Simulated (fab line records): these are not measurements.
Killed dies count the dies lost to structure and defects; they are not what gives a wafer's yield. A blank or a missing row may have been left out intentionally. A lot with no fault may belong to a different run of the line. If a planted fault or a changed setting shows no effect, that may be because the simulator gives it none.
2 desks looking at one fault ; flow n5 finfet ; what lay behind the numbers comes last; until then each desk has only its own

## AT THE METROLOGY DESK
What the gauges read, lot by lot, whatever tool the lot ran on: means of the sampled wafers that have a number. The brackets show how far a lot's mean lies from the usual mean; more than 4 standard deviations puts the lot out of limits, marked OUT. Shown are 7 of the 13 readings it has, namely the first that went out of limits plus those furthest out on some lot.
Columns: A = thk nm at N5_FIN_SAQP_THK_MEAS_05, usual 38.1 nm; B = thk nm at N5_FIN_SAQP_THK_MEAS_07, usual 60.1 nm; C = FIN_CORE_OVL at N5_FIN_SAQP_OVL_MEAS_17, usual -0.2 nm; D = DIBL_N at N5_BEOL_M4_RC_MEAS_101, usual 36.4 mV/V; E = ION_N at N5_BEOL_M4_RC_MEAS_101, usual 680 uA/um; F = VT_N at N5_BEOL_M4_RC_MEAS_101, usual 249 mV; G = VT_P at N5_BEOL_M4_RC_MEAS_101, usual -250 mV
lot;first seen here;A;B;C;D;E;F;G
L480;day 2 03:08;38.1;60.2;-0.4;35.2;675;250;-249
L481;day 2 09:43;37.8;60.5;-0.3;36.4;688;248;-249
L482;day 2 15:15;38.3;60.0;-1.0;35.5;693;247;-248
L483;day 2 21:52;38.4;59.1;0.5;35.4;673;250;-254
L486;day 3 15:34;38.0;60.5;-0.0;35.3;678;248;-251
L493;day 5 08:49;38.9;51.2 (-9.9) OUT;0.3;36.2;672;254;-255
L494;day 5 15:23;37.8;50.7 (-10) OUT;1.5;33.8;663;252;-251
L499;day 6 21:43;38.6;61.4;1.1;35.8;685;246;-252
L502;day 7 14:35;38.2;60.0;-0.2;36.4;678;249;-249
This desk finds L493, L494 out of limits, L493 being first, at day 5 09:02 (thk nm at N5_FIN_SAQP_THK_MEAS_07). Within limits: L480, L481, L482, L483, L486, L499, L502.

## FOR THE TOOL OWNER'S DESK: pecvd-03
The tool's own readings at N5_FIN_SAQP_PECVD_06 (deposits a-Si from SiH4/He, target thk 60 nm, time 48.1 s): means of the sampled wafers that have a number, for each lot that ran on this tool. The brackets show how far a lot's mean lies from the usual mean; more than 4 standard deviations puts the lot out of limits, marked OUT.
Columns: A = heater power w at N5_FIN_SAQP_PECVD_06, usual 827 W; B = showerhead plenum p Torr at N5_FIN_SAQP_PECVD_06, usual 5.70 Torr; C = showerhead vpp V at N5_FIN_SAQP_PECVD_06, usual 615 V; D = throttle valve pct at N5_FIN_SAQP_PECVD_06, usual 17.9 %
lot;first seen here;A;B;C;D
L482;day 2 15:22;877;5.67;632;17.8
L483;day 2 21:59;847;5.68;633;17.6
L486;day 3 15:41;798;5.72;618;18.4
L493;day 5 08:56;804;5.67;648;17.7
L494;day 5 15:31;819;5.68;639;17.8
Finding of this desk: none of the 5 lots has anything out of limits.

## ALL TOGETHER
An alarm was possible from the metrology desk at day 5 09:02, on L493, L494.
Nothing out of limits was seen by the tool owner's desk.
Tool owner's desk: L493, L494 on record, inside its limits.
All the named lots went through N5_FIN_SAQP_PECVD_06 on pecvd-03.

## WHAT THE SIMULATOR HAD PUT IN
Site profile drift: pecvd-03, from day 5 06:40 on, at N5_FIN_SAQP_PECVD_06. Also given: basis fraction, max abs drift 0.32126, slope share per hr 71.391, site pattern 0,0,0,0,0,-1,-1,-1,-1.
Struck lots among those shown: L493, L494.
Time in hours between the start of the fault and the first out-of-limits reading at each desk: metrology desk, 2.
